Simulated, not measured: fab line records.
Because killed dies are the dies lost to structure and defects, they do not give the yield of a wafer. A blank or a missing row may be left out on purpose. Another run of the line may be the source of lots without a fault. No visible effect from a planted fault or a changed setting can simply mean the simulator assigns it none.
Comparing a struck lot with a sound one	flow nandHarc	20 out of 1302 route steps
Sound: the wafers L785.1, L785.3, L785.5. Struck: wafers L792.2, L792.3, L792.6. Last of all comes the cause.
Each step with rows lists, per side, the tool, then ch with its chambers, then its first start. Under that, the readings that differ: sound wafers	struck wafers	difference of the means	sigmas: that difference in standard deviations of wafers without a fault.
alike: words and numbers the same on both sides, and readings whose means are apart by under 2 such deviations; not compared: readings that were withheld, readings missing a value for some wafer, numbers with overlapping values and no deviation given by the record, and bounds like >300 which may hide the same value.
A row with sigmas, a row that says differs or no value, or rows on one side alone: a step with any of these is where the two part. When numbers do not overlap yet have no deviation, they are printed without sigmas and do not part them. Lack of a reading on every wafer of one side parts them only where that side has two or more wafers.

NHARC_P_GATE_CD_MEAS_59 targets a cd of 720 nm.
  sound on cdSem-02 ch 0, day 5 20:51; struck on cdSem-03 ch 0, day 8 22:55
  alike: cdNm
then, 1 step without rows for these wafers: NHARC_P_GATE_HARDBAKE_60 (time 80 s).
NHARC_P_GATE_DESCUM_61: chemistry O2, time 3 s.
  sound on rieDiel-02 ch 0,1,2, day 5 21:02; struck on rieDiel-02 ch 1,3, day 8 23:05
  alike: chamberPressureMTorr, drypumpMotorCurrentA, mfcArSccm, oesProductAu, rfVppV, showerheadPlenumPTorr, throttleValvePct
  not compared: rfHoursCounterH
next, for these wafers, 1 step has no rows: NHARC_P_GATE_IMPLANT_62.
NHARC_P_GATE_STRIP_112: strips in N2/H2, time 200 s.
  sound on plasmaAsher-01 ch 0,1, day 5 21:25; struck on plasmaAsher-02 ch 0,1, day 8 23:30
  alike: drypumpMotorCurrentA, heaterPowerW
  not compared: rfHoursCounterH
NHARC_P_GATE_STRIP_76: strips in O2.
  sound on plasmaAsher-01 ch 0,1, day 5 21:39; struck on plasmaAsher-02 ch 0,1, day 8 23:43
  alike: drypumpMotorCurrentA, heaterPowerW
  not compared: rfHoursCounterH
then, 6 steps without rows for these wafers: NHARC_P_GATE_STRIP_63 (strips in SPM, time 900 s); NHARC_P_GATE_DEHYDRATE_83 (time 120 s); NHARC_P_GATE_HMDS_84 (time 30 s); NHARC_P_GATE_COAT_85; NHARC_P_GATE_SOFTBAKE_86 (time 95 s); NHARC_P_GATE_EBR_87.
NHARC_P_GATE_EXPOSE_88: exposes mask P HVN, target cd 2000 nm.
  sound on krfScanner-01 ch 0, day 5 22:24; struck on krfScanner-02 ch 0, day 9 00:29
reading	sound	struck	difference	sigmas
mask	P_HVN#0 P_HVN#0 P_HVN#0	P_HVN_R1#0 P_HVN_R1#0 P_HVN_R1#0	differs	
  alike: stageVelMmS
then, 2 steps without rows for these wafers: NHARC_P_GATE_PEB_89 (peb time 85 s); NHARC_P_GATE_DEVELOP_90 (time 70 s).
NHARC_P_GATE_CD_MEAS_91 targets a cd of 2000 nm.
  sound on cdSem-03 ch 0, day 5 22:34; struck on cdSem-03 ch 0, day 9 00:38
reading	sound	struck	difference	sigmas
cdNm (nm)	2000.4 1998.4 1997.9	1963.6 1965.7 1965.2	-34.1	-21
then, 1 step without rows for these wafers: NHARC_P_GATE_HARDBAKE_92 (time 80 s).
NHARC_P_GATE_DESCUM_93: chemistry O2, time 3 s.
  sound on rieDiel-02 ch 0,1,2, day 5 22:43; struck on rieDiel-02 ch 1,3, day 9 00:49
reading	sound	struck	difference	sigmas
model.P_GATE.cdNm (nm)	2000 1998 1998	1964 1966 1965	-34	
  alike: chamberPressureMTorr, drypumpMotorCurrentA, mfcArSccm, oesProductAu, rfVppV, showerheadPlenumPTorr, throttleValvePct
  not compared: rfHoursCounterH
next, for these wafers, 1 step has no rows: NHARC_P_GATE_IMPLANT_94.
-- break in the record here, with 21 days between the starts of the struck wafers on either side (left off in module P_GATE, picked up again in module END, where the first step shown is number 1302 on the route) --
NHARC_END_SORT_01:
  sound on prober-01 ch 0, day 25 01:36; struck on prober-02 ch 0, day 30 01:23
  alike: killedAtArray, killedAtOther, killedAtPeriphery, killedDies, killedOpen, killedShort

WHERE THEY PART
First at NHARC_P_GATE_EXPOSE_88; last, within this record, at NHARC_P_GATE_CD_MEAS_91. Later steps at which nothing parts them and some readings are alike: NHARC_P_GATE_DESCUM_93, NHARC_END_SORT_01.

WHY: the cause the simulator had injected
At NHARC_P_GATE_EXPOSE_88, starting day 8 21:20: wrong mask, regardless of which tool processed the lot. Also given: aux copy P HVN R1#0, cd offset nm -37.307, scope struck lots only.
